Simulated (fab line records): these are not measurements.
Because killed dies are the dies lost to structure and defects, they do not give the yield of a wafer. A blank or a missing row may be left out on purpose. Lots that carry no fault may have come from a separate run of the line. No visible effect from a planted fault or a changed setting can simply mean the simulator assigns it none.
Split-lot trial || flow n5-finfet || 21 wafers read from 7 lots, route of 1938 steps

## ABOUT THE SPLIT
At N5_BEOL_M5_COAT_71 (time 60 s, resist thk 5 nm), the setting spin-rpm was moved away from the recipe's 1500 rpm on 8 of the 21 wafers read, by -11.1% to +3.0%. All remaining wafers had this setting at the recipe value.

## FROM THE SPLIT TO THE READING: what the file shows between them, 3 steps
- N5_BEOL_M5_COAT_05: resist thk 30 nm
- N5_BEOL_M5_EBR_07
- N5_BEOL_M5_DESCUM_16: chemistry O2, time 7 s

## THE READING
etch.depth-nm (the simulator's own value, which no gauge read), in nm, at N5_BEOL_M5_ETCH_72 (etches underlayer in N2/H2, target depth 6.5 nm, time 5.2 s). The file does not state a usual value for it. Across the 13 wafers here that went through the recipe, the average is 4.991 nm and the standard deviation 0.016 nm.

{"wafer": "L080.1", "tool, chamber at the split": "litho-track-03, 0", "spin-rpm as run, rpm": 1382, "against the recipe": "-7.9%", "etch.depth-nm, nm": 5.224, "against lot-mates on the recipe": "+0.215"}
{"wafer": "L080.2", "tool, chamber at the split": "litho-track-03, 0", "spin-rpm as run, rpm": 1382, "against the recipe": "-7.9%", "etch.depth-nm, nm": 5.22, "against lot-mates on the recipe": "+0.211"}
{"wafer": "L080.4", "tool, chamber at the split": "litho-track-03, 0", "spin-rpm as run, rpm": 1500, "against the recipe": "recipe", "etch.depth-nm, nm": 5.009, "against lot-mates on the recipe": "-"}
{"wafer": "L079.2", "tool, chamber at the split": "litho-track-04, 0", "spin-rpm as run, rpm": 1500, "against the recipe": "recipe", "etch.depth-nm, nm": 5.011, "against lot-mates on the recipe": "-"}
{"wafer": "L079.3", "tool, chamber at the split": "litho-track-04, 0", "spin-rpm as run, rpm": 1500, "against the recipe": "recipe", "etch.depth-nm, nm": 5, "against lot-mates on the recipe": "-"}
{"wafer": "L079.4", "tool, chamber at the split": "litho-track-04, 0", "spin-rpm as run, rpm": 1545, "against the recipe": "+3.0%", "etch.depth-nm, nm": 4.944, "against lot-mates on the recipe": -0.061}
{"wafer": "L085.2", "tool, chamber at the split": "litho-track-03, 0", "spin-rpm as run, rpm": 1448, "against the recipe": "-3.5%", "etch.depth-nm, nm": 5.082, "against lot-mates on the recipe": "+0.116"}
{"wafer": "L085.4", "tool, chamber at the split": "litho-track-03, 0", "spin-rpm as run, rpm": 1500, "against the recipe": "recipe", "etch.depth-nm, nm": 4.966, "against lot-mates on the recipe": "-"}
{"wafer": "L085.6", "tool, chamber at the split": "litho-track-03, 0", "spin-rpm as run, rpm": 1448, "against the recipe": "-3.5%", "etch.depth-nm, nm": 5.086, "against lot-mates on the recipe": "+0.120"}
{"wafer": "L093.2", "tool, chamber at the split": "litho-track-03, 0", "spin-rpm as run, rpm": 1500, "against the recipe": "recipe", "etch.depth-nm, nm": 4.974, "against lot-mates on the recipe": "-"}
{"wafer": "L093.3", "tool, chamber at the split": "litho-track-03, 0", "spin-rpm as run, rpm": 1455, "against the recipe": "-3.0%", "etch.depth-nm, nm": 5.051, "against lot-mates on the recipe": "+0.077"}
{"wafer": "L093.4", "tool, chamber at the split": "litho-track-03, 0", "spin-rpm as run, rpm": 1455, "against the recipe": "-3.0%", "etch.depth-nm, nm": 5.036, "against lot-mates on the recipe": "+0.062"}
{"wafer": "L094.2", "tool, chamber at the split": "litho-track-02, 0", "spin-rpm as run, rpm": 1500, "against the recipe": "recipe", "etch.depth-nm, nm": 4.981, "against lot-mates on the recipe": "-"}
{"wafer": "L094.5", "tool, chamber at the split": "litho-track-02, 0", "spin-rpm as run, rpm": 1500, "against the recipe": "recipe", "etch.depth-nm, nm": 4.975, "against lot-mates on the recipe": "-"}
{"wafer": "L094.6", "tool, chamber at the split": "litho-track-02, 0", "spin-rpm as run, rpm": 1500, "against the recipe": "recipe", "etch.depth-nm, nm": 4.987, "against lot-mates on the recipe": "-"}
{"wafer": "L095.2", "tool, chamber at the split": "litho-track-03, 0", "spin-rpm as run, rpm": 1500, "against the recipe": "recipe", "etch.depth-nm, nm": 4.99, "against lot-mates on the recipe": "-"}
{"wafer": "L095.4", "tool, chamber at the split": "litho-track-03, 0", "spin-rpm as run, rpm": 1500, "against the recipe": "recipe", "etch.depth-nm, nm": 4.969, "against lot-mates on the recipe": "-"}
{"wafer": "L095.5", "tool, chamber at the split": "litho-track-03, 0", "spin-rpm as run, rpm": 1500, "against the recipe": "recipe", "etch.depth-nm, nm": 5.001, "against lot-mates on the recipe": "-"}
{"wafer": "L097.1", "tool, chamber at the split": "litho-track-04, 0", "spin-rpm as run, rpm": 1333, "against the recipe": "-11.1%", "etch.depth-nm, nm": 5.316, "against lot-mates on the recipe": "+0.308"}
{"wafer": "L097.3", "tool, chamber at the split": "litho-track-04, 0", "spin-rpm as run, rpm": 1500, "against the recipe": "recipe", "etch.depth-nm, nm": 5.004, "against lot-mates on the recipe": "-"}
{"wafer": "L097.6", "tool, chamber at the split": "litho-track-04, 0", "spin-rpm as run, rpm": 1500, "against the recipe": "recipe", "etch.depth-nm, nm": 5.013, "against lot-mates on the recipe": "-"}

THE FIT
A straight line over all 21 wafers: etch.depth-nm changes by -0.028 nm for each +1% of spin-rpm; r = -0.98; the points scatter about the line by 0.02 nm.
The same after taking each lot's own level away (the mean of its wafers on the recipe; 21 wafers): -0.0271 nm for each +1%; r = -0.99; scatter 0.012 nm.
That fit puts the effect of the largest move of spin-rpm on the reading at 0.3 nm.
Across the lots, their own levels run from 4.9660 to 5.0090 nm, a range of 2.7 times the standard deviation given above.
Consequently the slope shifts little with the lot-to-lot level, the two slopes agreeing.
Check: for one of the wafers moved furthest among these (-11.1%), held out of the fit, the line's prediction against its lot-mates is +0.302 nm. Against them it came out at +0.308 nm.

## ADDITIONAL SPLITS CARRIED BY THESE WAFERS
These wafers also went through other splits before the reading. Each is held against what the fit with the lots' levels taken away leaves over:
{"other split on the same wafers": "N5_MOL_CONTACT_COAG_PECVD_31 temp-c", "wafers away from the commonest value": 4, "r with etch.depth-nm (lot level and that fit taken away)": "+0.12"}
{"other split on the same wafers": "N5_BEOL_M1_EXPOSE_25 dose-mj", "wafers away from the commonest value": 6, "r with etch.depth-nm (lot level and that fit taken away)": "+0.32"}
{"other split on the same wafers": "N5_BEOL_M2_TRENCH_ETCH_37 bias-w", "wafers away from the commonest value": 3, "r with etch.depth-nm (lot level and that fit taken away)": "+0.38"}
{"other split on the same wafers": "N5_BEOL_M3_COAT_67 spin-rpm", "wafers away from the commonest value": 11, "r with etch.depth-nm (lot level and that fit taken away)": -0.14}
{"other split on the same wafers": "N5_BEOL_M3_EXPOSE_25 dose-mj", "wafers away from the commonest value": 6, "r with etch.depth-nm (lot level and that fit taken away)": -0.29}
{"other split on the same wafers": "N5_BEOL_M4_ETCH_64 bias-w", "wafers away from the commonest value": 12, "r with etch.depth-nm (lot level and that fit taken away)": "+0.28"}
{"other split on the same wafers": "N5_BEOL_M4_DEP_57 time-s", "wafers away from the commonest value": 6, "r with etch.depth-nm (lot level and that fit taken away)": "+0.13"}

## FILE'S OWN FIT
etch.depth-nm changes by -0.0274 nm for each +1% of spin-rpm, r = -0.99.
